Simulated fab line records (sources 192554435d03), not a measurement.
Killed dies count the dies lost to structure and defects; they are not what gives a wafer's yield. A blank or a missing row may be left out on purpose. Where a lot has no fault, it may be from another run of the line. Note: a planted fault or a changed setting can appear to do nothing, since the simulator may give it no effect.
What tool caused it? ; flow n5 finfet ; Sampling: 10 lots, 30 wafers, 4 of 1938 route steps

WHAT THE GAUGES SHOWED, per wafer
N5_BEOL_M8_INSPECT_58: inspects for defects (darkfield).
lot;measured;on;raw defect count
L756;day 10 17:59;defect inspect-02;51 60 139
L761;day 11 21:13;defect inspect-02;79 71 37
L763;day 12 02:24;defect inspect-01;30 41 51
L760;day 12 02:56;defect inspect-01;53 82 88
L764;day 12 09:40;defect inspect-01;70 70 59
L768;day 13 16:58;defect inspect-02;979 1001 1045
L767;day 13 18:09;defect inspect-02;1072 1118 999
L774;day 15 07:02;defect inspect-02;47 70 63
L775;day 16 00:26;defect inspect-01;69 63 64
L777;day 16 00:53;defect inspect-02;81 44 55

WHICH TOOL RAN EACH LOT (tool, then ch and the chambers of the sampled wafers, then the start)
lot;N5_BEOL_M8_STRIP_36;N5_BEOL_M8_ALD_77;N5_BEOL_M8_DEP_56
L756;rie diel-02 ch 1,3, day 10 13:07;ald metal-03 ch 0,1, day 10 14:17;pecvd-01 ch 0,1, day 10 17:53
L761;rie diel-01 ch 1,2,3, day 11 17:31;ald metal-02 ch 0,1,3, day 11 18:50;pecvd-01 ch 1,2, day 11 21:07
L763;rie diel-02 ch 0,1,2, day 11 23:31;ald metal-02 ch 0,1, day 12 00:20;pecvd-02 ch 0,2, day 12 02:18
L760;rie diel-01 ch 0,2,3, day 11 23:43;ald metal-02 ch 1,2, day 12 00:48;pecvd-01 ch 1,2, day 12 02:50
L764;rie diel-06 ch 0,2,3, day 12 05:18;ald metal-03 ch 0,2, day 12 06:21;pecvd-01 ch 0,1,2, day 12 09:35
L768;rie diel-06 ch 0,2,3, day 13 14:10;ald metal-03 ch 0,3, day 13 14:58;pecvd-01 ch 0,1,2, day 13 16:53
L767;rie diel-02 ch 0,1,2, day 13 14:23;ald metal-02 ch 2,3, day 13 15:16;pecvd-01 ch 1,2, day 13 18:03
L774;rie diel-01 ch 1,2,3, day 14 21:37;ald metal-02 ch 0,1,2, day 15 05:04;pecvd-02 ch 0,1, day 15 06:55
L775;rie diel-02 ch 0,3, day 15 21:52;ald metal-03 ch 0,1,2, day 15 22:53;pecvd-02 ch 0,2, day 16 00:20
L777;rie diel-01 ch 0,2,3, day 15 22:14;ald metal-02 ch 0,1,3, day 15 23:08;pecvd-02 ch 0,2, day 16 00:47
- N5_BEOL_M8_STRIP_36: strips in N2/H2.
- N5_BEOL_M8_ALD_77: deposits TaN, target thk 2 nm, pulse time 2 s, purge time 3 s.
- N5_BEOL_M8_DEP_56: deposits SiCN from 3MS/NH3, target thk 10 nm, time 17.5 s.

THE ANSWER, worked out from the rows above alone
Rule: the usual values come from the lots themselves. Put in order of their means at a reading, lots are off if they are a third of the lots or fewer, leave a main group of 4 or more, and stand apart from it by a gap of 3 or more times the standard deviation of the main group's means; of several such gaps the widest counts. A main group is skipped when, at the precision printed for the reading in the tables above, its means are all equal. A lot without any number at a reading at which 4 lots or more have one is off too. Any other lot the step has rows for is counted as sound.
Off: L768, L767, at N5_BEOL_M8_INSPECT_58 (raw defect count). Mean 64 and standard deviation 12 in the main group.
If a tool, at a process step before that reading, ran all the lots that are off and no sound lot after the first of them, it fits. Gauges at N5_BEOL_M8_INSPECT_58: tried the same way as those tools. One fits: N5_BEOL_M8_DEP_56 on pecvd-01. Its last sound lot is L764 (day 12 09:35), its first lot that is off L768 (day 13 16:53): a fault that began between those two fits.

WHAT THE SIMULATOR HAD PUT IN
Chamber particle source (pecvd-01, N5_BEOL_M8_DEP_56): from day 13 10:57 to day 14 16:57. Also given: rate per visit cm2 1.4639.
Shown lots that were struck: L768, L767. The rule above reached the same finding.
